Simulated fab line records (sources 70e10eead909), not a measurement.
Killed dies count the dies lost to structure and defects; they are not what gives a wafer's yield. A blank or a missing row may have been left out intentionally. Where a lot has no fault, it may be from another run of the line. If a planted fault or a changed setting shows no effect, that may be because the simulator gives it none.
A lot that was struck, set against a sound lot	flow nand harc	24 steps out of a route of 1302
Sound: wafers L204.1, L204.4, L204.6. Struck: wafer L220.5. (L220.2, L220.4 of the same lot were not struck and are left out.) The cause comes at the end.
Per side, at each step with rows, come the tool, then ch with its chambers, and then its first start. Under that, the readings that differ: sound wafers	struck wafers	difference of the means	sigmas: that difference in standard deviations of wafers without a fault.
alike: a reading whose means differ by less than 2 such deviations, as well as words and numbers matching on both sides. not compared: withheld readings; readings where some wafer has no value; bounds like >300 that might hide an equal value; numbers whose values overlap and for which the record gives no deviation.
The two part at a step that has a row with sigmas, a row that says differs or no value, or rows on one side only. When numbers do not overlap yet have no deviation, they are printed without sigmas and do not part them. Lack of a reading on every wafer of one side parts them only where that side has two or more wafers.

NHARC_A_M0_INSPECT_27:
  sound: defect inspect-02 at day 22 19:37; struck: defect inspect-01 at day 29 22:59
  alike: raw defect count
NHARC_A_M0_PRE_CLEAN_31: time 12 s.
  sound on pecvd-02 ch 1,2, day 22 19:41; struck on pecvd-02 ch 2, day 29 23:05
  alike: heater power w
NHARC_A_M0_DEP_32: deposits SiCN, target thk 30 nm.
  sound on pecvd-02 ch 1,2, day 22 19:46; struck on pecvd-02 ch 2, day 29 23:13
  alike: chamber pressure Torr, heater power w
then, 8 steps without rows for these wafers: NHARC_A_M1_DEP_00 (deposits SiOC, target thk 182.5 nm); NHARC_A_M1_DEHYDRATE_01 (time 120 s); NHARC_A_M1_HMDS_02 (time 30 s); NHARC_A_M1_COAT_34 (time 65 s); NHARC_A_M1_COAT_03 (resist thk 90 nm); NHARC_A_M1_SOFTBAKE_04 (time 55 s); NHARC_A_M1_EBR_05; NHARC_A_M1_EXPOSE_06 (exposes mask A M1, target cd 120 nm).
NHARC_A_M1_PEB_07: peb time 65 s.
  sound on litho track-01 ch 0, day 22 20:56; struck on litho track-04 ch 0, day 30 00:17
then, 1 step without rows for these wafers: NHARC_A_M1_DEVELOP_08 (develop time 35 s).
NHARC_A_M1_CD_MEAS_09: target cd 120 nm.
  sound on cd sem-01 ch 0, day 22 21:01; struck on cd sem-01 ch 0, day 30 00:22
reading	sound	struck	difference	sigmas
cd nm (nm)	119.3 119.6 119.2	124.5	+5.1	+10
NHARC_A_M1_OVL_MEAS_10: pitch 240 nm.
  sound: overlay-01 at day 22 21:06; struck: overlay-01 at day 30 00:28
  alike: overlay x nm, overlay y nm
NHARC_A_M1_INSPECT_11:
  sound: defect inspect-02 at day 22 21:08; struck: defect inspect-02 at day 30 00:29
  alike: raw defect count
NHARC_A_M1_DESCUM_14: chemistry O2, time 3 s.
  sound on rie diel-08 ch 0,2, day 22 21:13; struck on rie diel-08 ch 3, day 30 00:33
reading	sound	struck	difference	sigmas
model.A_M1.cd nm (nm)	119.5 119.5 118.8	124.7	+5.4	
  alike: drypump motor current A, oes product au, rf vpp V, showerhead plenum p Torr, throttle valve pct
  not compared: rf hours counter h
NHARC_A_M1_ETCH_35: etches the open film in N2/H2, target depth 40 nm, overetch 12 nm, time 43.94 s.
  sound on rie diel-08 ch 0,1,3, day 22 21:17; struck on rie diel-08 ch 1, day 30 00:38
  alike: drypump motor current A, oes product au, rf vpp V, showerhead plenum p Torr, throttle valve pct
  not compared: rf hours counter h
NHARC_A_M1_ETCH_15: etches the open film in C4F8/Ar, target depth 182.5 nm, time 91.2 s.
  sound: rie diel-08 ch 0,2,3; struck: rie diel-08 ch 1
reading	sound	struck	difference	sigmas
oes product au (a.u.)	0.912 0.921 0.921	0.969	+0.051	+2
  alike: rf vpp V
  not compared: rf hours counter h
NHARC_A_M1_CD_MEAS_16:
  sound: cd sem-02 at day 22 21:30; struck: cd sem-02 at day 30 00:52
reading	sound	struck	difference	sigmas
cd nm (nm)	119.2 119.3 118.2	124.6	+5.7	+9
NHARC_A_M1_STRIP_18: strips in N2/H2.
  sound on rie diel-05 ch 0,1,3, day 22 21:35; struck on rie diel-08 ch 3, day 30 00:56
reading	sound	struck	difference	sigmas
drypump motor current A (A)	6.0 6.6 5.8	5.1	-1.0	-2
power w (W)	1003.5 1005.6 1003.9	997.5	-6.8	-2
  alike: oes product au, rf vpp V, showerhead plenum p Torr, throttle valve pct
  not compared: rf hours counter h
NHARC_A_M1_ETCH_28: etches the open film in CF4/N2, target depth 30 nm, time 72.99 s.
  sound: rie diel-05 ch 0,2; struck: rie diel-08 ch 1
reading	sound	struck	difference	sigmas
rf vpp V (V)	314.8 314.9 315.9	311.2	-4.0	-2
model.A_M1.cd nm (nm)	118.8 119.1 118.6	123.7	+4.9	
  alike: drypump motor current A, oes product au, showerhead plenum p Torr, throttle valve pct
  not compared: rf hours counter h
then, 1 step without rows for these wafers: NHARC_A_M1_STRIP_19 (strips in post etch residue remover, time 600 s).
NHARC_END_SORT_01:
  sound on prober-02 ch 0, day 24 07:59; struck on prober-01 ch 0, day 31 15:27
reading	sound	struck	difference	sigmas
killed at other	2 1 0	4	+3	+3
  alike: defect limited yield, killed at array, killed at periphery, killed dies, killed open, killed short

WHERE THEY PART
Last at NHARC_END_SORT_01 as far as this record goes, first at NHARC_A_M1_CD_MEAS_09.

WHY: what had been put in by the simulator
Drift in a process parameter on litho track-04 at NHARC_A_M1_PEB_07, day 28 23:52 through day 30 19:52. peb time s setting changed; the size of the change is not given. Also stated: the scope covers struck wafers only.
